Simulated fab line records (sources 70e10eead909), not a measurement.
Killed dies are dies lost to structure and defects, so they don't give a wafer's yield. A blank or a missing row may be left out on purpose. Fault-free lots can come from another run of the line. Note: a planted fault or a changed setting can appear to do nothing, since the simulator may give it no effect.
8D (eight disciplines) problem report, filled in by code || flow nandHarc || the parts of the form that need people (team, actions taken, sign-off) are left out

## 1. THE PROBLEM
timeToEndpointS at NHARC_A_CONTACT_CMP_20 reads a mean of 34 s on 6 wafers of 2 lots; wafers without a fault read 60 s with a standard deviation of 3.1. That puts it -8.5 standard deviations away from the usual mean.
The step: polishes, t overpolish 30 s, target thk 300 nm.
Seen first at day 25 01:12 on cmp-02, wafer L897.3. Wafers with a number at this step in the record: 36, from 12 lots. The rule behind "out" and "out of limits": a value lying over 4 standard deviations away from the usual mean. All remaining wafers that have a number are taken as sound.

## 2. WHAT IT IS; WHAT IT IS NOT
{"question": "which readings at this step", "is": "timeToEndpointS", "is not": "edgeZonePressureFrac, overpolishRunS, slurryFlowMlMin"}
{"question": "which lots", "is": "L897, L899", "is not": "L891, L892, L895, L904, L905, L907, L908, L910, L911, L914"}
{"question": "which wafers of those lots", "is": "all that have a number", "is not": "-"}
{"question": "read on which tools", "is": "cmp-02", "is not": "cmp-03"}
{"question": "when", "is": "from day 25 01:12", "is not": "up to then (9 sound wafers); but 21 sound wafers of L904, L905, L907, L908, L910, L911, L914 came after"}

## 3. WHAT RULES OUT EACH SUSPECT
Counting: a tool stays on the suspect list if, at a process step up to the reading, it processed all lots that are out and no sound lot following the first of them.
- cmp-02 at NHARC_A_CONTACT_CMP_20 (polishes, t overpolish 30 s, target thk 300 nm): ruled out as a lasting fault. Following L897 (day 25 01:12), the first lot on it that is out, the sound lots L905, L908, L910, L911, L914 were run on it.
Left after counting: nothing in the record.

## 4. THE CAUSE (what the simulator had put in)
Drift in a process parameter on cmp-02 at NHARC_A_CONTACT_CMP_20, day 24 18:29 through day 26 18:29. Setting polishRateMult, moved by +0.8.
Counting ruled it out, wrongly.

## 5. SEQUENCE OF EFFECTS, ordered by route
Each row: a reading where the mean over the struck wafers with a number is more than 3 standard deviations away from the usual. Readings are gone through only where the record gives a usual standard deviation; hours: the median, over the lots, of the time from a lot's start at the first step in this table giving one to that lot's start at this step; sigmas: the change measured in usual standard deviations.
{"hours": 0, "step": "NHARC_A_CONTACT_CMP_20", "reading": "timeToEndpointS", "usual": "60 s", "on struck wafers": 34, "change": -26, "sigmas": -8.5}
Its process steps:
- NHARC_A_CONTACT_CMP_20: polishes, t overpolish 30 s, target thk 300 nm.

## 6. HOW IT WOULD HAVE BEEN CAUGHT EARLIER
In this record no reading fell out of limits until day 25 01:12, 7 hours after the fault had begun at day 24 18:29.
